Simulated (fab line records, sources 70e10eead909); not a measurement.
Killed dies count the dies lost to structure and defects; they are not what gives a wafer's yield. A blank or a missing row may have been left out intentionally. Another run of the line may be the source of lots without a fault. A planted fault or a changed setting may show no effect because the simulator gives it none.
fab line records	flow nand_harc
[record] lots = 7	wafers = 21	last_day = 34
route steps=1302 shown P_GATE@118
lots untouched by any fault: they come from a run of this same line in which no faults occurred
start_h: hours from the record's first day to the start of the lot's first wafer shown	wait_h: hours elapsed since this lot's preceding step	" identical to the entry in the row above	L1.1+2: a row that stands for several wafers	- either no value or no given start	* or withheld: withheld	< > ~ a bound
route shown NAME@n: a module of which the file shows steps, and the number in the route of the first	usual: mean/standard deviation taken from wafers without a fault	same: alike in all rows	chamber/n: place in a boat	sites: each site's reading	_std_site: the values' standard deviation	_edge_site: the outer-site mean with the inner-site mean subtracted	radius_mm: for every site, how far away it sits from the centre of the wafer	mask NAME#n: copy n	behind: the most recent tool/chamber to have shaped the wafer	hold: the reason the lot was held/the length of the hold in hours/how it ended	device: the n, p or np transistor that did not switch	end of line: the route-end tests of the same wafers	a step given without rows: its recipe and nothing more	killed: not the wafer's yield, but the dies lost to structure and defects at the first sort	map: a wafer's dies, x killed, . not, _ none there
set.NAME: setting as actually run; set.NAME@STEP: the setting as run at that earlier step	model.NAME: the simulator's own value behind a step, which no gauge read
lots at some steps of the route; a table a step, a row a wafer
services: a tool's chamber out of use, with start hour (start_h, from the record's first day; less than 0 if before it), hours out, and reason
[[steps]]
[step NHARC_P_GATE_EBR_07]
[step NHARC_P_GATE_EXPOSE_08]
[recipe] na = 0.6	dose_mj = 16.75	mask_id = P_HV
[step NHARC_P_GATE_PEB_09]
[recipe] peb_temp_c = 118	peb_time_s = 85
[step NHARC_P_GATE_DEVELOP_10]
[recipe] time_s = 70
[step NHARC_P_GATE_CD_MEAS_11]
[recipe] target_cd_nm = 1640	landing_energy_ev = 500
[usual] cd_nm = 1639.3/1.6
lot.wafer	tool	chamber	start_h	wait_h	cd_nm
L136.1	cd_sem-02	0	82.34	-	1638.2
L136.3	"	0	"	"	1638.6
L136.6	"	0	"	"	1638.8
L148.1	cd_sem-03	0	204.12	-	1640.0
L148.2	"	0	"	"	1639.6
L148.4	"	0	"	"	1645.0
L150.1	cd_sem-03	0	223.49	-	1640.0
L150.5	"	0	"	"	1640.3
L150.6	"	0	"	"	1641.3
L154.2	cd_sem-03	0	257.64	-	1636.2
L154.3	"	0	"	"	1639.6
L154.6	"	0	"	"	1639.4
L155.1	cd_sem-03	0	270.83	-	1637.5
L155.3	"	0	"	"	1638.8
L155.6	"	0	"	"	1637.5
L156.1	cd_sem-02	0	284.65	-	1637.1
L156.3	"	0	"	"	1638.5
L156.6	"	0	"	"	1637.7
L159.3	cd_sem-02	0	309.94	-	1640.3
L159.4	"	0	"	"	1640.7
L159.6	"	0	"	"	1642.9
[step NHARC_P_GATE_HARDBAKE_12]
[recipe] temp_c = 125	time_s = 80
[step NHARC_P_GATE_DESCUM_13]
[recipe] time_s = 3	o2_flow_sccm = 200	ar_flow_sccm = 0	bias_power_w = 0	chemistry = O2
[usual] drypump_motor_current_A = 5.8/0.39	oes_product_au = 0.999/0.012	rf_vpp_V = 57.8/0.84	showerhead_plenum_p_Torr = 1.92/0.084	throttle_valve_pct = 11.310/0.0089
lot.wafer	tool	chamber	start_h	wait_h	drypump_motor_current_A	oes_product_au	rf_hours_counter_h	rf_vpp_V	showerhead_plenum_p_Torr	throttle_valve_pct
L136.1	rie_diel-09	2	82.50	-	6.4	0.990	6.2	58.6	1.81	11.313
L136.3	"	0	"	"	5.6	1.003	4.7	58.3	2.06	11.306
L136.6	"	3	"	"	5.5	1.005	-	56.9	1.94	11.315
L148.4	rie_diel-09	0	204.28	-	5.6	0.976	2.6	58.7	2.06	11.315
L148.1	"	1	"	"	6.0	1.025	2.5	57.0	1.90	11.316
L148.2	"	2	"	"	6.4	0.994	1.5	57.5	1.81	11.304
L150.1	rie_diel-10	0	223.69	-	6.0	1.017	9.0	58.7	2.03	11.305
L150.6	"	1	"	"	5.5	1.003	-	58.5	2.01	11.308
L150.5	"	2	"	"	5.4	0.993	-	56.9	1.90	11.311
L154.3	rie_diel-10	0	257.81	-	6.0	0.998	0.8	58.3	2.03	11.296
L154.2	"	2	"	"	5.4	0.982	0.5	58.8	1.90	11.314
L154.6	"	0	"	"	6.0	0.977	-	58.6	2.03	11.291
L155.3	rie_diel-09	1	270.99	-	6.0	1.010	8.0	58.7	1.90	11.307
L155.1	"	3	"	"	5.6	0.997	6.7	58.6	1.93	11.309
L155.6	"	1	"	"	6.0	1.012	-	57.2	1.90	11.306
L156.3	rie_diel-09	3	284.83	-	5.5	1.000	7.2	57.8	1.93	11.301
L156.1	"	1	"	"	6.0	1.009	8.6	58.7	1.90	11.317
L156.6	"	2	"	"	6.4	0.978	-	57.3	1.81	11.303
L159.3	rie_diel-01	1	310.10	-	5.3	1.007	4.1	57.9	1.84	11.323
L159.4	"	0	"	"	5.2	1.002	5.9	58.0	1.87	11.316
L159.6	"	1	"	"	5.3	1.006	-	57.9	1.84	11.302
[step NHARC_P_GATE_ETCH_14]
[recipe] target_depth_a = 488	chemistry = dHF	material = SiO2
[step NHARC_P_GATE_STRIP_15]
[recipe] time_s = 780	temp_c = 130	chemistry = SPM
[step NHARC_P_GATE_PRECLEAN_71]
[recipe] time_s = *	temp_c = 50	bath_age_min = 0	chemistry = SC1
[step NHARC_P_GATE_SRD_72]
[step NHARC_P_GATE_OXIDE_16]
[recipe] target_thk_a = 30	temp_c = 875	ox_time_s = 392	material = SiO2
[step NHARC_P_GATE_CVD_17]
[recipe] target_thk_a = 1500	temp_c = 620	time_s = 900	material = poly-Si
[usual] run_length_s = 901.4/0.64	spike_tc_bottom_C = 640/3.5	spike_tc_centre_C = 619.9/1.4
lot.wafer	tool	chamber	start_h	wait_h	run_length_s	spike_tc_bottom_C	spike_tc_centre_C
L136.1	lpcvd_poly-02	0	92.64	2.5	902.3	643	622.3
L136.3	"	0	"	"	902.3	641	621.8
L136.6	"	0	"	"	902.3	643	621.1
L148.1	lpcvd_poly-04	0	214.53	2.7	901.1	646	617.7
L148.2	"	0	"	"	901.1	644	620.0
L148.4	"	0	"	"	901.1	647	621.2
L150.1	lpcvd_poly-04	0	233.84	2.7	901.3	644	618.9
L150.5	"	0	"	"	901.3	645	620.2
L150.6	"	0	"	"	901.3	645	618.5
L154.2	lpcvd_poly-02	-	267.45	2.5	-	-	-
L154.3	"	-	"	"	-	-	-
L154.6	"	-	"	"	-	-	-
L155.1	lpcvd_poly-02	-	280.71	2.5	-	-	-
L155.3	"	-	"	"	-	-	-
L155.6	"	-	"	"	-	-	-
L156.1	lpcvd_poly-02	-	294.63	2.5	-	-	-
L156.3	"	-	"	"	-	-	-
L156.6	"	-	"	"	-	-	-
L159.3	lpcvd_poly-04	0	319.95	2.7	901.7	645	619.2
L159.4	"	0	"	"	901.7	643	620.3
L159.6	"	0	"	"	901.7	643	620.3
[step NHARC_P_GATE_HM_DEP_102]
[recipe] target_thk_a = 1200	temp_c = 400	material = aC
[usual] throttle_valve_pct = 35.000/0.0098
lot.wafer	tool	chamber	start_h	wait_h	throttle_valve_pct
L136.1	acl_dep-02	0	95.25	0.4	34.999
L136.3	"	0	"	"	34.988
L136.6	"	0	"	"	35.009
L148.1	acl_dep-01	0	217.13	0.4	35.000
L148.2	"	0	"	"	35.013
L148.4	"	0	"	"	35.013
L150.1	acl_dep-02	0	236.47	0.4	35.012
L150.5	"	0	"	"	34.983
L150.6	"	0	"	"	34.978
L154.2	acl_dep-03	0	270.61	0.9	34.984
L154.3	"	0	"	"	34.999
L154.6	"	0	"	"	35.015
L155.1	acl_dep-02	0	285.01	2.0	35.029
L155.3	"	0	"	"	35.017
L155.6	"	0	"	"	34.999
L156.1	acl_dep-02	0	301.83	5.0	35.002
L156.3	"	0	"	"	35.002
L156.6	"	0	"	"	34.992
L159.3	acl_dep-03	0	327.55	5.3	35.018
L159.4	"	0	"	"	34.987
L159.6	"	0	"	"	35.015
[[services]]
tool	chamber	start_h	hours	kind
acl_dep-02	-	63.66	13.0	pm
rie_diel-10	-	65.52	9.0	pm
lpcvd_poly-04	-	69.00	26.0	pm
rie_diel-01	-	70.52	0.4	repair
acl_dep-01	-	78.37	0.8	repair
rie_diel-01	1	81.26	4.6	repair
rie_diel-09	0	85.69	2.9	repair
rie_diel-09	1	93.88	1.3	repair
rie_diel-01	1	96.31	14.8	repair
rie_diel-09	2	97.91	3.2	repair
rie_diel-10	2	115.16	7.7	repair
acl_dep-03	-	117.94	13.0	pm
rie_diel-09	-	143.10	9.0	pm
rie_diel-09	-	156.95	0.8	repair
rie_diel-01	3	181.54	1.6	repair
acl_dep-01	-	186.97	13.0	pm
lpcvd_poly-02	-	206.00	26.0	pm
rie_diel-09	1	208.63	1.5	repair
lpcvd_poly-02	-	232.51	28.2	repair
rie_diel-10	-	242.56	9.0	pm
acl_dep-02	-	244.66	13.0	pm
rie_diel-09	-	291.38	1.2	repair
acl_dep-03	-	299.06	13.0	pm
rie_diel-09	-	320.10	9.0	pm
[[key]]
[first_sign] step = NHARC_P_GATE_CVD_17	reading = tool_record	direction = missing
effect none on later readings
met_at NHARC_P_GATE_CVD_17
struck_wafers L154.2,L154.3,L154.6,L155.1,L155.3,L155.6,L156.1,L156.3,L156.6
later_rows_left_out L154.2,L154.3,L154.6,L155.1,L155.3,L155.6,L156.1,L156.3,L156.6
sort_left_out L154.2,L154.3,L154.6,L155.1,L155.3,L155.6,L156.1,L156.3,L156.6
tester_left_out L154,L155,L156
onset_between 92.64 267.45
[fault] kind = skipped_step_whole	tool = lpcvd_poly-02	chamber = -	onset_h = 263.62	steps = NHARC_P_GATE_CVD_17	scope = struck_lots_only
// tester_left_out: of these lots the tester's yield and bins aren't shown, on N5 and GAA mostly nor the transistor test; their killed dies are dies lost to structure and defects alone, not to doping, threshold or leakage, so they don't give the yield
// sort_left_out: the simulated sort isn't trusted on such a fault, so these wafers' sort isn't shown, and their yield isn't known
// later_rows_left_out: the simulator's readings of these wafers behind a module that went badly wrong aren't trusted and aren't shown, but for the sort
